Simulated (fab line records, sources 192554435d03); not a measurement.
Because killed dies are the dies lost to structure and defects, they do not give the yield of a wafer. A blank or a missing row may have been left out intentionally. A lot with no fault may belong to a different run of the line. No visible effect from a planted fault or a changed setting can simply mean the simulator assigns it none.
Comparing a struck lot with a sound one / flow n5Finfet / 32 steps out of a route of 1938
Sound: wafers L868.3, L868.5, L868.6. Struck: wafers L861.4, L861.5, L861.6. At the end, the cause is stated.
For every step that has rows: the tool of each side, followed by ch and its chambers, followed by its first start. Under that, the readings that differ: sound wafers / struck wafers / difference of the means / sigmas: that difference in standard deviations of wafers without a fault.
alike: readings whose means differ by less than 2 such deviations, and words and numbers that are the same on both sides. not compared: withheld readings, readings that some wafer has no value for, bounds like >300 that may hide the same value, and numbers for which the record gives no deviation and whose values overlap.
A row with sigmas, a row that says differs or no value, or rows on one side alone: a step with any of these is where the two part. Numbers that don't overlap but have no deviation are shown without sigmas and don't part them. Lack of a reading on every wafer of one side parts them only where that side has two or more wafers.

first, 10 steps without rows for these wafers: N5_SD_EPI_P_PRECLEAN_51 (cleans in NF3:NH3, afs cycles 1, time 20 s, sublimation time 60 s); N5_SD_EPI_P_VAPOR_ETCH_44 (etches SiGe30 in NF3/Ar, time 3.3 s); N5_SD_EPI_P_EPI_21 (deposits SiGe:B, time 355 s); N5_SD_EPI_P_HM_STRIP_48 (strips SiNx in H3PO4, material SiNx, target depth 3 nm); N5_SD_EPI_P_SRD_49 (time 30 s); N5_SD_EPI_P_PRECLEAN_24 (cleans in O3/DIW, time 45 s); N5_SD_EPI_P_PRECLEAN_32 (cleans in dHF, time 10 s); N5_SD_EPI_P_PRECLEAN_33 (cleans in SC2, time 45 s); N5_SD_EPI_P_SRD_25 (time 30 s); N5_SD_ACTIVATION_RTA_00 (time 0 s).
N5_SD_ACTIVATION_LSA_01: time 0.0008 s.
  sound on laserAnneal-01 ch 0, day 9 10:10; struck on laserAnneal-02 ch 0, day 7 18:55
reading=wafer_temp_C_max; sound=1085.8 1086.4 1084.1; struck=1030.9 1028.0 1028.9; difference=-56.2; sigmas=-51
N5_SD_ACTIVATION_RS_MEAS_03: uses a four-point probe to measure.
  struck on filmMetro-01, day 7 19:06; sound on filmMetro-01, day 9 10:21
reading=RS_SD_N (ohm/sq); sound=21.9 22.0 22.0; struck=27.4 27.5 27.1; difference=+5.4; sigmas=+17
  alike: RS_SD_P
then, 19 steps without rows for these wafers: N5_ILD0_LINER_00 (material SiNx, target thk 4 nm, pulse time 1 s, purge time 2 s); N5_ILD0_FCVD_FILL_01 (material SiO2 flowable, target thk 200 nm, time 328.3 s); N5_ILD0_CURE_02 (time 1800 s); N5_ILD0_CMP_03 (polishes, stops on SiNx, t overpolish 1.9 s, target thk 197.38 nm); N5_ILD0_CMP_07 (polishes SiO2 flowable, stops on poly-Si, t overpolish 1.18 s, target thk 138.88 nm); N5_ILD0_PRECLEAN_10 (cleans in NF3:NH3, afs cycles 5, time 20 s, sublimation time 60 s); N5_ILD0_ALD_15 (deposits SiNx, target thk 24 nm, pulse time 1 s, ald cycles 480); N5_ILD0_CMP_12 (polishes SiNx, stops on poly-Si, t overpolish 6 s, target thk 17.67 nm); N5_SDB_HM_DEP_00 (deposits SiNx from SiH4/NH3/N2, target thk 40 nm, time 35.3 s); N5_SDB_COAT_03 (time 60 s, resist thk 100 nm); N5_SDB_COAT_04 (time 60 s, resist thk 18 nm); N5_SDB_COAT_05 (resist thk 90 nm); N5_SDB_EBR_07; N5_SDB_SOFTBAKE_06 (time 60 s); N5_SDB_EXPOSE_08 (exposes mask SDB); N5_SDB_PEB_09 (peb time 60 s); N5_SDB_DEVELOP_10 (develop time 30 s); N5_SDB_DESCUM_16 (chemistry O2, time 7.9 s); N5_SDB_ETCH_17 (etches SiARC in CF4, target depth 23.4 nm, time 39 s).
-- the record jumps here: 4 days lie between the struck wafers' starts before and after (it left off in module SDB and takes up again in module BEOL_M4, whose first step shown is number 1111 of the route) --
N5_BEOL_M4_RC_MEAS_101:
  sound on prober-02 ch 0, day 13 19:29; struck on prober-02 ch 0, day 12 05:38
reading=DIBL_P (mV/V); sound=39.5 40.5 39.9; struck=35.0 36.6 35.9; difference=-4.1; sigmas=-3
reading=ION_N (uA/um); sound=679 682 688; struck=662 673 663; difference=-17; sigmas=-2
reading=RC_DENSE_N (ohm.um); sound=19.0 19.2 18.5; struck=23.7 24.0 23.9; difference=+5.0; sigmas=+14
reading=RC_N (ohm.um); sound=15.53 15.67 15.06; struck=19.19 19.59 19.32; difference=+3.95; sigmas=+15
reading=REXT_N (ohm.um); sound=73.6 73.0 73.9; struck=82.7 82.3 82.6; difference=+9.0; sigmas=+6
reading=RS_SD_N (ohm/sq); sound=28.3 28.4 28.4; struck=34.3 34.5 34.4; difference=+6.0; sigmas=+17
  alike: DIBL_N, IOFF_N, IOFF_P, ION_P, SS_N, SS_P, VT_N, VT_P

== WHERE THEY PART ==
Earliest at N5_SD_ACTIVATION_LSA_01; latest, in this record, at N5_BEOL_M4_RC_MEAS_101.

WHY: the cause the simulator had injected
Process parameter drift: laserAnneal-02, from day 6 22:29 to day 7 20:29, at N5_SD_ACTIVATION_LSA_01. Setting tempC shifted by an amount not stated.
